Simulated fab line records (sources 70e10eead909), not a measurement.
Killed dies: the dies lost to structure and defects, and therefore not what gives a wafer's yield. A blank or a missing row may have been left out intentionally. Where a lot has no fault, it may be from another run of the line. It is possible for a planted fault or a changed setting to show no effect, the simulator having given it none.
Comparing a struck lot with a sound one ; flow nand harc ; 40 out of 1302 route steps
Sound: these wafers, L301.1, L301.4, L301.6. Wafers L290.1, L290.4, L290.5 were the ones struck. The cause comes at the end.
Order at every step that has rows: each side's tool, ch and its chambers, its first start. Under that, the readings that differ: sound wafers ; struck wafers ; difference of the means ; sigmas: that difference in standard deviations of wafers without a fault.
alike: same words and numbers on both sides, and readings whose means sit less than 2 such deviations apart. not compared: any withheld reading, any reading some wafer has no value for, any bound like >300 that may hide the same value, and any number with overlapping values for which the record gives no deviation.
Wherever a step has rows on one side only, a row that says differs or no value, or a row with sigmas, the two part there. When numbers do not overlap yet have no deviation, they are printed without sigmas and do not part them. Lack of a reading on every wafer of one side parts them only where that side has two or more wafers.

first, 4 steps without rows for these wafers: NHARC_A_BONDPAD_HARDBAKE_10 (time 65 s); NHARC_A_BONDPAD_DESCUM_11 (chemistry O2, time 3 s); NHARC_A_BONDPAD_ETCH_34 (etches the open film in N2/H2, target depth 60 nm, overetch 18 nm, time 65.91 s); NHARC_A_BONDPAD_ETCH_12 (etches the open film in CHF3/O2, target depth 220 nm, time 110 s).
NHARC_A_BONDPAD_CD_MEAS_13:
  sound on cd sem-03 at day 31 12:11; struck on cd sem-01 at day 26 14:45
  alike: cd nm
then, 1 step without rows for these wafers: NHARC_A_BONDPAD_STRIP_15 (strips in O2).
NHARC_A_BONDPAD_ETCH_24: etches the open film in CF4/N2, target depth 30 nm, time 72.99 s.
  sound on rie diel-05 ch 1,2; struck on rie diel-05 ch 0,1,3
  alike: drypump motor current A, oes product au, rf fwd power W, rf vpp V, showerhead plenum p Torr, throttle valve pct
  not compared: rf hours counter h
then, 3 steps without rows for these wafers: NHARC_A_BONDPAD_STRIP_16 (strips in post etch residue remover, time 600 s); NHARC_A_BONDPAD_DEGAS_25 (time 60 s); NHARC_A_BONDPAD_PRE_CLEAN_26 (time 30 s).
NHARC_A_BONDPAD_PVD_17: deposits TaN, target thk 5 nm, time 8.06 s.
  sound on pvd sputter-02; struck on pvd sputter-01
  alike: bias v, substrate temp c, throttle valve pct
then, 1 step without rows for these wafers: NHARC_A_BONDPAD_PVD_27 (deposits Cu, target thk 30 nm, time 20.49 s).
NHARC_A_BONDPAD_ECD_18: material Cu, target thk 400 nm.
  sound on ecd cu-02 ch 0,1, day 31 13:13; struck on ecd cu-02 ch 0, day 26 15:44
NHARC_A_BONDPAD_ANNEAL_28: time 90 s.
  sound on rtp anneal-02 ch 0, day 31 13:32; struck on rtp anneal-01 ch 0, day 26 16:07
  alike: wafer_temp_C_max
NHARC_A_BONDPAD_CMP_19: polishes, t overpolish 30 s, cu recess touch 16 s, target thk 169.82 nm.
  sound on cmp-03 ch 0,2,3, day 31 13:53; struck on cmp-02 ch 1,2, day 26 16:28
  alike: motor current A, overpolish run s, retaining ring pressure frac, slurry flow ml min
then, 1 step without rows for these wafers: NHARC_A_BONDPAD_SRD_21 (time 30 s, dry time 20 s).
NHARC_A_BONDPAD_INSPECT_23:
  sound on defect inspect-01 at day 31 14:26; struck on defect inspect-02 at day 26 17:00
  alike: raw defect count
then, 5 steps without rows for these wafers: NHARC_HYBRID_BOND_ACTIVATE_00 (chemistry N2, time 60 s); NHARC_HYBRID_BOND_PRECLEAN_01 (cleans in DIW, time 300 s); NHARC_HYBRID_BOND_SRD_02 (time 30 s, dry time 20 s); NHARC_HYBRID_BOND_BOND_03; NHARC_HYBRID_BOND_ANNEAL_04 (time 7200 s).
NHARC_HYBRID_BOND_OVL_MEAS_05:
  the record has rows for the sound wafers here (overlay-02, day 31 23:55) and none for the struck ones
NHARC_HYBRID_BOND_INSPECT_06: inspects for defects (ir void).
  the record has rows for the sound wafers here (defect inspect-01, day 31 23:58) and none for the struck ones
NHARC_THIN_TSV_GRIND_00:
  the record has rows for the sound wafers here (grinder-01 ch 0, day 32 00:07) and none for the struck ones
then, 1 step without rows for these wafers: NHARC_THIN_TSV_CMP_01 (polishes).
NHARC_THIN_TSV_THK_MEAS_02: measures by ir.
  the record has rows for the sound wafers here (film metro-02, day 32 01:37) and none for the struck ones
then, 12 steps without rows for these wafers: NHARC_THIN_TSV_SRD_03; NHARC_THIN_TSV_PRECLEAN_41 (cleans in SC1); NHARC_THIN_TSV_SRD_42; NHARC_THIN_TSV_DEP_43 (deposits SiO2, target thk 1328.5 nm); NHARC_THIN_TSV_DEHYDRATE_04 (time 120 s); NHARC_THIN_TSV_HMDS_05 (time 30 s); NHARC_THIN_TSV_COAT_06; NHARC_THIN_TSV_SOFTBAKE_07 (time 95 s); NHARC_THIN_TSV_EBR_08; NHARC_THIN_TSV_EXPOSE_09 (exposes mask TSV); NHARC_THIN_TSV_PEB_10 (peb time 85 s); NHARC_THIN_TSV_DEVELOP_11 (time 70 s).
NHARC_END_SORT_01:
  sound on prober-01 ch 0, day 32 17:28; struck on prober-02 ch 0, day 27 21:34
reading;sound;struck;difference;sigmas
defect limited yield (%);91 91 89;0 0 0;-90;-29
killed at array;55 56 66;672 672 677;+615;+31
killed at other;2 4 3;1 0 0;-3;-2
killed dies;59 63 73;677 677 677;+612;+29
  alike: killed at periphery, killed open, killed short

## WHERE THEY PART
Earliest at NHARC_HYBRID_BOND_OVL_MEAS_05; latest, in this record, at NHARC_END_SORT_01.

WHY: what the simulator had put in
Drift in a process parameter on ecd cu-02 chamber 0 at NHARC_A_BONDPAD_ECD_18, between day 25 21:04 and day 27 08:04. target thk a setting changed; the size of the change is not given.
